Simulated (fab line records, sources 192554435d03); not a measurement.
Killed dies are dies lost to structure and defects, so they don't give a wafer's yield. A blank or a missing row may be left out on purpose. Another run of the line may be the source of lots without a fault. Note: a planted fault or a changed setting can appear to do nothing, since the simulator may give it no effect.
fab line records | flow n5-finfet
record lots=13 wafers=38 last-day=16
route steps=1938 shown BEOL_M8@1380 BEOL_M9@1408 PASSIVATION@1936
lots that met no fault: taken from a fault-free run of the same line
start-h: start of the lot's first displayed wafer, in hours after the record's first day | wait-h: hours since the lot's step before | " unchanged from the row above | L1.1+2: a single row standing in for several wafers | - no value, or no start given | * or withheld: withheld | < > ~ a bound
route shown NAME@n: names a module that has steps shown in the file, with the first one's number in the route | usual: average and standard deviation across the fault-free wafers | same: alike in all rows | chamber/n: place in a boat | sites: per-site readings | _std_site: their standard deviation | _edge_site: inner sites' mean taken away from outer sites' mean | radius-mm: how far each site lies from the wafer's centre | mask NAME#n: copy n | behind: the last tool/chamber to shape the wafer | hold: cause of the lot's hold/its duration in hours/its outcome | device: transistor that didn't switch, given as n, p or np | end of line: the tests these same wafers got at the end of their route | a step with no rows: only its recipe | killed: dies lost to structure and defects at the first sort, not the wafer's yield | map: the dies of a wafer, with x for killed, . for not killed, _ for no die there
set.NAME: the setting that was run; set.NAME@STEP: the one run at that earlier step | model.NAME: the simulator's own value behind a step, which no gauge read
a sample of lots followed through the steps of the route, with each step as a table and each wafer as a row
## steps
# step N5_BEOL_M8_OCD_MEAS_38
# usual trench-depth-nm=94.6/1.5
# columns lot.wafer tool chamber start-h wait-h trench-depth-nm
L245.2 ocd-02 - 208.63 - 93.5
L245.4 " - " " 95.9
L245.5 " - " " 93.3
L246.1 ocd-02 - 209.58 - 95.4
L246.3 " - " " 97.1
L246.6 " - " " 95.2
L249.2 ocd-01 - 220.27 - 99.4
L249.3 " - " " 97.3
L249.5 " - " " 93.8
L247.1 ocd-02 - 228.88 - 95.8
L247.2 " - " " 95.0
L247.3 " - " " 95.7
L252.2 ocd-01 - 234.49 - 93.8
L252.3 " - " " 94.7
L252.4 " - " " 94.4
L251.2 ocd-01 - 238.16 - 94.0
L251.3 " - " " 92.7
L251.6 " - " " 93.2
L253.1 ocd-01 - 247.68 - 96.0
L253.2 " - " " 94.6
L254.1 ocd-02 - 253.06 - 95.4
L254.3 " - " " 95.8
L254.6 " - " " 95.5
L255.1 ocd-02 - 260.21 - 97.6
L255.5 " - " " 95.3
L255.6 " - " " 95.5
L258.2 ocd-02 - 272.39 - 94.1
L258.5 " - " " 95.8
L258.6 " - " " 94.9
L257.1 ocd-02 - 282.93 - 96.0
L257.3 " - " " 95.9
L257.4 " - " " 96.1
L261.3 ocd-02 - 297.08 - 93.9
L261.4 " - " " 94.0
L261.6 " - " " 96.7
L266.2 ocd-02 - 327.67 - 93.0
L266.3 " - " " 94.1
L266.5 " - " " 93.6
# step N5_BEOL_M8_RS_MEAS_57
# recipe thk-meas-gauge=four-point-probe reads=Cu_of_BEOL_M8_ECD_50+Co_of_BEOL_M8_CVD_78+TaN_of_BEOL_M8_ALD_77
# usual M8_RS=0.280/0.0078
# columns lot.wafer tool chamber start-h wait-h M8_RS[ohm/sq]
L245.2 film-metro-02 - 212.16 0.1 0.281
L245.4 " - " " 0.272
L245.5 " - " " 0.282
L246.1 film-metro-01 - 213.10 0.1 0.284
L246.3 " - " " 0.268
L246.6 " - " " 0.271
L249.2 film-metro-02 - 224.78 0.1 0.257
L249.3 " - " " 0.269
L249.5 " - " " 0.281
L247.1 film-metro-01 - 232.37 0.1 0.275
L247.2 " - " " 0.284
L247.3 " - " " 0.273
L252.2 film-metro-02 - 237.12 0.1 0.275
L252.3 " - " " 0.274
L252.4 " - " " 0.278
L251.2 film-metro-01 - 240.72 0.1 0.281
L251.3 " - " " 0.286
L251.6 " - " " 0.289
L253.1 film-metro-02 - 251.24 0.1 0.270
L253.2 " - " " 0.282
L254.1 film-metro-02 - 256.11 0.1 0.277
L254.3 " - " " 0.281
L254.6 " - " " 0.274
L255.1 film-metro-01 - 263.76 0.1 0.275
L255.5 " - " " 0.279
L255.6 " - " " 0.277
L258.2 film-metro-01 - 276.55 0.1 0.278
L258.5 " - " " 0.276
L258.6 " - " " 0.276
L257.1 film-metro-01 - 286.82 0.1 0.272
L257.3 " - " " 0.272
L257.4 " - " " 0.275
L261.3 film-metro-02 - 299.31 0.1 0.283
L261.4 " - " " 0.289
L261.6 " - " " 0.279
L266.2 film-metro-02 - 330.51 0.1 0.284
L266.3 " - " " 0.290
L266.5 " - " " 0.292
# step N5_BEOL_M8_INSPECT_58
# recipe inspect-instrument=darkfield mode=post-dep
# usual raw-defect-count=75/27
# columns lot.wafer tool chamber start-h wait-h raw-defect-count
L245.2 defect-inspect-01 - 212.19 0.0 47
L245.4 " - " " 60
L245.5 " - " " 55
L246.1 defect-inspect-02 - 213.13 0.0 165
L246.3 " - " " 108
L246.6 " - " " 114
L249.2 defect-inspect-02 - 224.80 0.0 77
L249.3 " - " " 41
L249.5 " - " " 93
L247.1 defect-inspect-01 - 232.40 0.0 54
L247.2 " - " " 56
L247.3 " - " " 42
L252.2 defect-inspect-02 - 237.15 0.0 97
L252.3 " - " " 81
L252.4 " - " " 101
L251.2 defect-inspect-01 - 240.75 0.0 80
L251.3 " - " " 63
L251.6 " - " " 91
L253.1 defect-inspect-01 - 251.26 0.0 71
L253.2 " - " " 60
L254.1 defect-inspect-01 - 256.14 0.0 81
L254.3 " - " " 90
L254.6 " - " " 61
L255.1 defect-inspect-01 - 263.79 0.0 66
L255.5 " - " " 46
L255.6 " - " " 44
L258.2 defect-inspect-02 - 276.58 0.0 72
L258.5 " - " " 63
L258.6 " - " " 65
L257.1 defect-inspect-02 - 286.84 0.0 103
L257.3 " - " " 83
L257.4 " - " " 88
L261.3 defect-inspect-01 - 299.34 0.0 35
L261.4 " - " " 58
L261.6 " - " " 49
L266.2 defect-inspect-02 - 330.54 0.0 70
L266.3 " - " " 70
L266.5 " - " " 102
# step N5_BEOL_M9_COAT_05
# recipe resist=CAR-ArF spin-rpm=1500 resist-thk-nm=90
# usual spin-speed-rpm=1500.1/1.1
# columns lot.wafer tool chamber start-h wait-h spin-speed-rpm
L245.2 litho-track-04 0 214.98 - 1500.3
L245.4 " 0 " " 1500.9
L245.5 " 0 " " 1500.0
L246.1 litho-track-01 0 215.13 - 1498.3
L246.3 " 0 " " 1498.9
L246.6 " 0 " " 1499.5
L249.2 litho-track-03 0 226.46 - 1500.8
L249.3 " 0 " " 1501.7
L249.5 " 0 " " 1500.4
L247.1 litho-track-03 0 235.20 - 1501.5
L247.2 " 0 " " 1500.1
L247.3 " 0 " " 1501.0
L252.2 litho-track-03 0 238.73 - 1497.8
L252.3 " 0 " " 1501.5
L252.4 " 0 " " 1500.6
L251.2 litho-track-03 0 242.10 - 1498.2
L251.3 " 0 " " 1498.2
L251.6 " 0 " " 1499.1
L253.1 litho-track-01 0 253.07 - 1499.0
L253.2 " 0 " " 1500.4
L254.1 litho-track-04 0 257.63 - 1501.8
L254.3 " 0 " " 1499.6
L254.6 " 0 " " 1501.4
L255.1 litho-track-03 0 266.80 - 1497.6
L255.5 " 0 " " 1498.9
L255.6 " 0 " " 1500.9
L258.2 litho-track-03 0 278.09 - 1496.8
L258.5 " 0 " " 1498.1
L258.6 " 0 " " 1498.0
L257.1 litho-track-03 0 288.57 - 1560.8
L257.3 " 0 " " 1562.0
L257.4 " 0 " " 1561.8
L261.3 litho-track-03 0 304.67 - 1561.1
L261.4 " 0 " " 1563.0
L261.6 " 0 " " 1561.7
L266.2 litho-track-01 0 331.63 - 1501.2
L266.3 " 0 " " 1501.2
L266.5 " 0 " " 1500.6
# step N5_PASSIVATION_PROBE_49
# usual defect-limited-yield=91.5/1.4 killed_at_M0_to_M3=32/9.7 killed_at_M4_up=14/5.3 killed-at-contacts=11/6 killed-at-front-end=39/14 killed-at-other=3.3/2.7 killed-dies=100/17 killed-on-rim=14/4 killed-open=66/13 killed-short=32/7.4 sort_bin_5_function=4.9/0.9 sort_bin_6_memory=3.2/0.72 sort_bin_8_speed=0.00/0.0071 sort-n-pass=1080/17 sort-yield-pct=91.5/1.4
# same gross-dies=1180 killed-at-back-side=0 sort_bin_4_leakage[%]=0
# columns lot.wafer tool chamber start-h wait-h defect-limited-yield[%] killed_at_M0_to_M3 killed_at_M4_up killed-at-contacts killed-at-front-end killed-at-other killed-dies killed-on-rim killed-open killed-short sort_bin_5_function[%] sort_bin_6_memory[%] sort_bin_8_speed[%] sort-n-pass sort-yield-pct[%]
L246.1 prober-02 - 277.72 0.0 93.1 31 14 4 30 2 81 10 54 26 4.2 2.6 0 1099 93.1
L246.3 prober-02 - 277.82 0.1 91.3 52 5 17 26 3 103 12 67 36 5.7 2.5 0 1077 91.3
L246.6 prober-02 - 277.97 0.3 93.2 29 13 9 27 2 80 10 56 24 3.9 2.5 0 1100 93.2
L245.2 prober-02 - 283.46 0.1 92.0 34 18 9 28 5 94 17 63 31 5.2 2.6 0 1086 92.0
L245.4 prober-02 - 283.56 0.2 94.3 30 10 7 13 7 67 5 42 25 3.2 2.1 0 1113 94.3
L245.5 prober-02 - 283.61 0.2 91.9 45 13 2 31 4 95 10 59 36 4.3 3.4 0 1085 91.9
L249.2 prober-02 - 288.02 0.1 89.7 43 15 11 50 2 121 16 77 42 6.8 3.1 0 1059 89.7
L249.3 prober-02 - 288.07 0.1 90.6 44 14 7 42 4 111 20 68 40 5.6 3.3 0 1069 90.6
L249.5 prober-02 - 288.17 0.2 90.9 33 10 7 56 1 107 21 70 36 4.7 4.0 0 1073 90.9
L247.1 prober-02 - 300.28 0.0 90.6 33 15 21 34 8 111 12 71 40 5.0 4.2 0 1069 90.6
L247.2 prober-02 - 300.33 0.1 91.3 28 19 18 38 0 103 14 65 36 4.7 3.6 0.08 1077 91.3
L247.3 prober-02 - 300.38 0.1 91.4 42 12 11 31 6 102 13 79 23 4.6 3.8 0 1078 91.4
L251.2 prober-02 - 305.18 0.1 91.7 46 16 13 18 5 98 14 66 32 5.3 2.6 0 1082 91.7
L251.3 prober-02 - 305.23 0.1 90.8 39 27 17 23 3 109 10 76 32 6.0 3.0 0 1071 90.8
L251.6 prober-02 - 305.38 0.3 93.4 17 14 11 32 4 78 15 57 20 4.2 2.4 0 1102 93.4
L252.2 prober-01 - 307.84 0.1 90.0 28 29 9 52 0 118 16 74 40 5.3 4.1 0 1062 90.0
L252.3 prober-01 - 307.89 0.1 94.1 15 18 9 21 7 70 9 51 19 3.0 2.7 0 1110 94.1
L252.4 prober-01 - 307.94 0.2 91.6 34 22 7 35 1 99 17 60 35 5.2 3.1 0 1081 91.6
L253.1 prober-02 - 311.33 0.0 93.1 27 17 19 17 2 82 9 51 30 4.1 2.6 0 1098 93.1
L253.2 prober-02 - 311.38 0.1 91.5 26 14 2 55 3 100 16 64 29 4.2 3.8 0 1080 91.5
L254.1 prober-02 - 322.81 0.0 91.1 25 14 23 41 2 105 9 73 31 5.6 3.1 0 1075 91.1
L254.3 prober-02 - 322.91 0.1 92.5 30 10 28 21 0 89 17 56 32 4.5 2.6 0 1091 92.5
L254.6 prober-02 - 323.06 0.3 90.0 59 18 18 20 3 118 12 90 27 6.2 3.6 0 1062 90.0
L255.1 prober-01 - 328.69 0.0 89.5 37 12 12 62 1 124 20 81 40 5.9 4.1 0 1056 89.5
L255.5 prober-01 - 328.89 0.2 90.4 25 11 22 51 4 113 18 73 39 5.8 3.6 0 1067 90.4
L255.6 prober-01 - 328.94 0.3 89.4 34 11 17 54 9 125 14 88 36 6.4 3.8 0 1055 89.4
L258.2 prober-01 - 337.44 0.1 91.7 34 10 18 35 1 98 10 58 39 5.3 2.7 0 1082 91.7
L258.5 prober-01 - 337.59 0.2 93.6 32 14 5 20 4 75 9 54 20 3.8 2.0 0 1105 93.6
L258.6 prober-01 - 337.64 0.3 92.7 25 19 15 23 4 86 8 57 29 3.6 3.2 0 1094 92.7
L257.1 prober-02 - 351.37 0.0 90.4 48 23 6 30 6 113 13 85 28 5.4 4.0 0 1067 90.4
L257.3 prober-02 - 351.47 0.1 92.6 30 10 4 42 1 87 9 56 31 4.1 3.1 0 1093 92.6
L257.4 prober-02 - 351.52 0.2 90.6 29 16 8 51 7 111 12 74 37 4.7 4.3 0 1069 90.6
L261.3 prober-02 - 367.95 0.1 93.9 28 8 4 31 1 72 10 44 27 3.3 2.2 0 1108 93.9
L261.4 prober-02 - 368.00 0.2 92.7 27 9 7 41 2 86 14 49 29 4.1 2.1 0 1094 92.7
L261.6 prober-02 - 368.10 0.3 93.1 28 7 20 26 0 81 9 59 22 3.7 3.1 0 1099 93.1
L266.2 prober-02 - 392.33 0.1 90.8 52 25 2 28 1 108 11 70 35 5.4 3.3 0 1072 90.8
L266.3 prober-02 - 392.38 0.1 91.8 39 15 2 41 0 97 15 61 28 4.3 2.9 0 1083 91.8
L266.5 prober-02 - 392.48 0.2 89.4 40 21 8 55 1 125 19 80 36 5.5 4.2 0 1055 89.4
# killed by level:class
L246.1 FIN_SAQP:geometric-particle:open=12 BEOL_M2:geometric-particle:open=11 BEOL_M1:geometric-particle:open=5 MOL_CONTACT_COAG:geometric-particle:open=4 BEOL_M0_SAQP:geometric-particle:open=4 BEOL_M0_SAQP:geometric-particle:short=4 BEOL_M5:geometric-particle:short=4 BEOL_M8:geometric-particle:open=4
L246.3 MOL_CONTACT_COAG:geometric-particle:open=14 BEOL_M0_SAQP:geometric-particle:short=11 BEOL_M0_SAQP:geometric-particle:open=11 BEOL_M2:geometric-particle:open=11 FIN_SAQP:geometric-particle:open=9 FIN_SAQP:geometric-particle:short=7 BEOL_M1:geometric-particle:open=7 BEOL_M2:geometric-particle:short=5
L246.6 MOL_CONTACT_COAG:geometric-particle:open=9 BEOL_M0_SAQP:geometric-particle:short=9 FIN_SAQP:geometric-particle:open=7 BEOL_M2:geometric-particle:open=7 BEOL_M0_SAQP:geometric-particle:open=5 BEOL_M8:geometric-particle:open=5 STARTING-WAFER:geometric-particle:open=5 BEOL_M1:geometric-particle:open=4
L245.2 BEOL_M2:geometric-particle:open=13 MOL_CONTACT_COAG:geometric-particle:open=9 FIN_SAQP:geometric-particle:short=8 BEOL_M4:geometric-particle:open=8 BEOL_M1:geometric-particle:open=7 FIN_SAQP:geometric-particle:open=6 GATE_CUT:geometric-particle:short=5 BEOL_M0_SAQP:geometric-particle:short=5
L245.4 BEOL_M3:geometric-particle:open=8 MOL_CONTACT_COAG:geometric-particle:open=6 BEOL_M0_SAQP:geometric-particle:open=6 BEOL_M0_SAQP:geometric-particle:short=5 FIN_SAQP:geometric-particle:short=4 BEOL_M2:geometric-particle:open=4 BEOL_M3:geometric-particle:short=4 MIM_TOP_ETCH:geometric-particle:open=3
L245.5 BEOL_M3:geometric-particle:open=11 FIN_SAQP:geometric-particle:short=10 BEOL_M0_SAQP:geometric-particle:open=9 BEOL_M0_SAQP:geometric-particle:short=9 BEOL_M2:geometric-particle:open=9 FIN_SAQP:geometric-particle:open=6 GATE_CUT:geometric-particle:short=4 BEOL_M1:geometric-particle:open=4
L249.2 FIN_SAQP:geometric-particle:short=16 BEOL_M0_SAQP:geometric-particle:open=12 DUMMY_GATE:geometric-particle:open=8 MOL_CONTACT_COAG:geometric-particle:open=8 STI_FIN_REVEAL:geometric-particle:open=7 BEOL_M0_SAQP:geometric-particle:short=7 BEOL_M1:geometric-particle:open=7 FIN_SAQP:geometric-particle:open=6
L249.3 BEOL_M0_SAQP:geometric-particle:open=11 FIN_SAQP:geometric-particle:short=9 BEOL_M0_SAQP:geometric-particle:short=8 BEOL_M4:geometric-particle:open=7 GATE_CUT:geometric-particle:short=7 FIN_SAQP:geometric-particle:open=6 BEOL_M2:geometric-particle:open=6 BEOL_M3:geometric-particle:short=6
L249.5 STI_FIN_REVEAL:geometric-particle:open=23 BEOL_M0_SAQP:geometric-particle:open=10 FIN_SAQP:geometric-particle:short=8 BEOL_M0_SAQP:geometric-particle:short=6 GATE_CUT:geometric-particle:short=5 MOL_CONTACT_COAG:geometric-particle:open=5 BEOL_M3:geometric-particle:open=5 DUMMY_GATE:geometric-particle:open=4
L247.1 MOL_CONTACT_COAG:geometric-particle:open=13 STI_FIN_REVEAL:geometric-particle:open=11 BEOL_M4:geometric-particle:open=9 BEOL_M1:geometric-particle:short=8 MOL_CONTACT_COAG:geometric-particle:short=8 BEOL_M1:geometric-particle:open=7 FIN_SAQP:geometric-particle:short=5 BEOL_M0_SAQP:geometric-particle:short=5
L247.2 MOL_CONTACT_COAG:geometric-particle:open=14 ILD0:geometric-particle:open=8 FIN_SAQP:geometric-particle:open=7 BEOL_M1:geometric-particle:open=7 BEOL_M4:geometric-particle:open=7 FIN_SAQP:geometric-particle:short=6 BEOL_M3:geometric-particle:open=6 BEOL_M4:geometric-particle:short=6
L247.3 BEOL_M0_SAQP:geometric-particle:open=15 MOL_CONTACT_COAG:geometric-particle:open=11 STI_FIN_REVEAL:geometric-particle:open=8 BEOL_M1:geometric-particle:open=8 BEOL_M0_SAQP:geometric-particle:short=7 BEOL_M4:geometric-particle:open=7 DUMMY_GATE:geometric-particle:open=6 BEOL_M2:geometric-particle:open=4
L251.2 MOL_CONTACT_COAG:geometric-particle:open=11 BEOL_M2:geometric-particle:open=10 BEOL_M0_SAQP:geometric-particle:open=9 BEOL_M1:geometric-particle:open=9 STI_FIN_REVEAL:geometric-particle:open=7 BEOL_M1:geometric-particle:short=5 BEOL_M3:geometric-particle:short=4 BEOL_M3:geometric-particle:open=4
L251.3 MOL_CONTACT_COAG:geometric-particle:open=14 BEOL_M3:geometric-particle:open=13 BEOL_M4:geometric-particle:open=10 BEOL_M1:geometric-particle:open=9 STI_FIN_REVEAL:geometric-particle:open=8 BEOL_M5:geometric-particle:short=5 STARTING-WAFER:geometric-particle:short=5 BEOL_M3:geometric-particle:short=4
L251.6 STI_FIN_REVEAL:geometric-particle:open=11 MOL_CONTACT_COAG:geometric-particle:open=10 BEOL_M3:geometric-particle:open=6 FIN_SAQP:geometric-particle:open=5 BEOL_M4:geometric-particle:open=5 GATE_CUT:geometric-particle:short=4 BEOL_M2:geometric-particle:open=4 GATE_CUT:geometric-particle:open=3
L252.2 BEOL_M4:geometric-particle:open=20 FIN_SAQP:geometric-particle:short=10 DUMMY_GATE:geometric-particle:open=9 BEOL_M0_SAQP:geometric-particle:open=8 MOL_CONTACT_COAG:geometric-particle:open=7 BEOL_M3:geometric-particle:open=7 STI_FIN_REVEAL:geometric-particle:open=4 ILD0:geometric-particle:short=4
L252.3 BEOL_M4:geometric-particle:open=12 MOL_CONTACT_COAG:geometric-particle:open=9 BEOL_M0_SAQP:geometric-particle:short=6 GATE_CUT:geometric-particle:short=5 BEOL_M0_SAQP:geometric-particle:open=5 FIN_SAQP:geometric-particle:open=4 MIM_TOP_ETCH:geometric-particle:open=4 DUMMY_GATE:geometric-particle:open=3
L252.4 BEOL_M4:geometric-particle:open=17 BEOL_M2:geometric-particle:open=9 BEOL_M0_SAQP:geometric-particle:open=8 BEOL_M0_SAQP:geometric-particle:short=8 GATE_CUT:geometric-particle:short=7 MOL_CONTACT_COAG:geometric-particle:open=5 STI_FIN_REVEAL:geometric-particle:open=4 SD_EPI_N:coat-microbubble-printed=4
L253.1 MOL_CONTACT_COAG:geometric-particle:short=10 MOL_CONTACT_COAG:geometric-particle:open=9 BEOL_M2:geometric-particle:open=6 BEOL_M4:geometric-particle:open=6 BEOL_M1:geometric-particle:open=5 BEOL_M3:geometric-particle:open=5 BEOL_M0_SAQP:geometric-particle:open=4 BEOL_M0_SAQP:geometric-particle:short=4
L253.2 STI_FIN_REVEAL:geometric-particle:open=30 STI_FIN_REVEAL:geometric-particle:short=5 BEOL_M0_SAQP:geometric-particle:short=5 DUMMY_GATE:geometric-particle:short=4 BEOL_M4:geometric-particle:open=4 BEOL_M11:geometric-particle:open=4 HKMG_FIN:area-etch=4 FIN_SAQP:geometric-particle:short=3
L254.1 MOL_CONTACT_COAG:geometric-particle:open=19 STI_FIN_REVEAL:geometric-particle:open=14 BEOL_M2:geometric-particle:open=7 BEOL_M4:geometric-particle:short=7 BEOL_M3:geometric-particle:open=6 FIN_SAQP:geometric-particle:short=5 FIN_SAQP:geometric-particle:open=4 GATE_CUT:geometric-particle:short=4
L254.3 MOL_CONTACT_COAG:geometric-particle:open=22 BEOL_M0_SAQP:geometric-particle:short=9 BEOL_M0_SAQP:geometric-particle:open=7 FIN_SAQP:geometric-particle:short=6 MOL_CONTACT_COAG:geometric-particle:short=6 BEOL_M3:geometric-particle:open=6 BEOL_M2:geometric-particle:open=5 STI_FIN_REVEAL:geometric-particle:open=3
L254.6 MOL_CONTACT_COAG:geometric-particle:open=16 BEOL_M3:geometric-particle:open=14 BEOL_M2:geometric-particle:open=13 BEOL_M0_SAQP:geometric-particle:open=12 BEOL_M4:geometric-particle:open=9 STI_FIN_REVEAL:geometric-particle:open=8 BEOL_M0_SAQP:geometric-particle:short=7 BEOL_M0:geometric-particle:open=6
L255.1 FIN_SAQP:geometric-particle:open=14 STI_FIN_REVEAL:geometric-particle:open=13 MOL_CONTACT_COAG:geometric-particle:open=12 FIN_SAQP:geometric-particle:short=11 BEOL_M0_SAQP:geometric-particle:open=10 BEOL_M0_SAQP:geometric-particle:short=10 DUMMY_GATE:geometric-particle:open=7 BEOL_M2:geometric-particle:open=7
L255.5 FIN_SAQP:geometric-particle:short=16 STI_FIN_REVEAL:geometric-particle:open=15 MOL_CONTACT_COAG:geometric-particle:open=15 BEOL_M0_SAQP:geometric-particle:open=9 BEOL_M4:geometric-particle:open=8 FIN_SAQP:geometric-particle:open=7 MOL_CONTACT_COAG:geometric-particle:short=7 BEOL_M0_SAQP:geometric-particle:short=6
L255.6 STI_FIN_REVEAL:geometric-particle:open=20 MOL_CONTACT_COAG:geometric-particle:open=16 FIN_SAQP:geometric-particle:open=9 BEOL_M0_SAQP:geometric-particle:short=9 STI_FIN_REVEAL:geometric-particle:short=8 BEOL_M2:geometric-particle:open=7 BEOL_M0_SAQP:geometric-particle:open=7 BEOL_M4:geometric-particle:open=7
L258.2 MOL_CONTACT_COAG:geometric-particle:open=14 BEOL_M0_SAQP:geometric-particle:open=13 BEOL_M0_SAQP:geometric-particle:short=11 STI_FIN_REVEAL:geometric-particle:open=8 FIN_SAQP:geometric-particle:short=7 FIN_SAQP:geometric-particle:open=6 BEOL_M4:geometric-particle:open=5 GATE_CUT:geometric-particle:short=4
L258.5 BEOL_M3:geometric-particle:open=10 BEOL_M0_SAQP:geometric-particle:open=9 STI_FIN_REVEAL:geometric-particle:open=7 BEOL_M0_SAQP:geometric-particle:short=7 MOL_CONTACT_COAG:geometric-particle:open=5 BEOL_M5:geometric-particle:open=4 FIN_SAQP:geometric-particle:open=3 FIN_SAQP:geometric-particle:short=3
L258.6 MOL_CONTACT_COAG:geometric-particle:open=14 BEOL_M4:geometric-particle:open=10 BEOL_M0_SAQP:geometric-particle:short=8 BEOL_M0_SAQP:geometric-particle:open=6 FIN_SAQP:geometric-particle:short=4 FIN_SAQP:geometric-particle:open=4 GATE_CUT:geometric-particle:short=4 BEOL_M3:geometric-particle:open=4
L257.1 BEOL_M3:geometric-particle:open=16 BEOL_M4:geometric-particle:open=14 BEOL_M0_SAQP:geometric-particle:short=9 STI_FIN_REVEAL:geometric-particle:open=8 BEOL_M0_SAQP:geometric-particle:open=8 FIN_SAQP:geometric-particle:open=7 BEOL_M1:geometric-particle:open=6 MOL_CONTACT_COAG:geometric-particle:open=5
L257.3 BEOL_M3:geometric-particle:open=9 FIN_SAQP:geometric-particle:open=7 BEOL_M0_SAQP:geometric-particle:open=7 FIN_SAQP:geometric-particle:short=6 STI_FIN_REVEAL:geometric-particle:open=6 DUMMY_GATE:geometric-particle:open=5 GATE_CUT:geometric-particle:short=5 BEOL_M1:geometric-particle:open=4
L257.4 STI_FIN_REVEAL:geometric-particle:open=14 FIN_SAQP:geometric-particle:short=8 DUMMY_GATE:geometric-particle:open=8 BEOL_M3:geometric-particle:open=7 MOL_CONTACT_COAG:geometric-particle:open=7 BEOL_M0_SAQP:geometric-particle:open=6 FIN_SAQP:geometric-particle:open=5 BEOL_M5:geometric-particle:open=5
L261.3 GATE_CUT:geometric-particle:short=6 BEOL_M3:geometric-particle:open=6 GATE_CUT:geometric-particle:open=5 STI_FIN_REVEAL:geometric-particle:open=5 BEOL_M0_SAQP:geometric-particle:short=5 FIN_SAQP:geometric-particle:short=4 FIN_SAQP:geometric-particle:open=3 BEOL_M0_SAQP:geometric-particle:open=3
L261.4 FIN_SAQP:geometric-particle:open=8 FIN_SAQP:geometric-particle:short=8 BEOL_M0_SAQP:geometric-particle:open=8 HKMG_FIN:area-etch=8 GATE_CUT:geometric-particle:short=6 STARTING-WAFER:geometric-particle:open=5 MOL_CONTACT_COAG:geometric-particle:open=5 BEOL_M3:geometric-particle:open=4
L261.6 MOL_CONTACT_COAG:geometric-particle:open=18 BEOL_M2:geometric-particle:open=7 FIN_SAQP:geometric-particle:short=6 STI_FIN_REVEAL:geometric-particle:open=5 BEOL_M0_SAQP:geometric-particle:short=5 FIN_SAQP:geometric-particle:open=4 BEOL_M0:geometric-particle:open=4 BEOL_M1:geometric-particle:open=3
L266.2 BEOL_M0_SAQP:geometric-particle:open=19 BEOL_M0_SAQP:geometric-particle:short=13 BEOL_M3:geometric-particle:open=9 FIN_SAQP:geometric-particle:open=8 BEOL_M4:geometric-particle:open=8 BEOL_M1:geometric-particle:open=6 FIN_SAQP:geometric-particle:short=5 BEOL_M5:geometric-particle:short=4
L266.3 BEOL_M0_SAQP:geometric-particle:open=15 FIN_SAQP:geometric-particle:open=12 BEOL_M0_SAQP:geometric-particle:short=10 BEOL_M4:geometric-particle:open=10 FIN_SAQP:geometric-particle:short=8 HKMG_FIN:area-etch=7 BEOL_M1:geometric-particle:open=6 BEOL_M3:geometric-particle:open=4
L266.5 FIN_SAQP:geometric-particle:short=10 FIN_SAQP:geometric-particle:open=10 BEOL_M0_SAQP:geometric-particle:open=10 BEOL_M3:geometric-particle:open=10 HKMG_FIN:area-etch=8 BEOL_M1:geometric-particle:open=7 MOL_CONTACT_COAG:geometric-particle:open=6 BEOL_M4:geometric-particle:open=5
## key
first-sign step=N5_BEOL_M9_COAT_05 reading=spin-speed-rpm direction=up sigmas=54 usual=* struck=*
effect none on later readings
met-at N5_BEOL_M9_COAT_05
struck-lots L257,L261
not-acting-at N5_BEOL_M8_OCD_MEAS_38,N5_BEOL_M8_RS_MEAS_57,N5_BEOL_M8_INSPECT_58
onset-between 278.09 288.57
fault kind=process-parameter-drift tool=litho-track-03 chamber=- onset-h=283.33 steps=N5_BEOL_M9_COAT_05 channel=spin-rpm offset=* shape=step end-h=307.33 acts-in=* stated=*
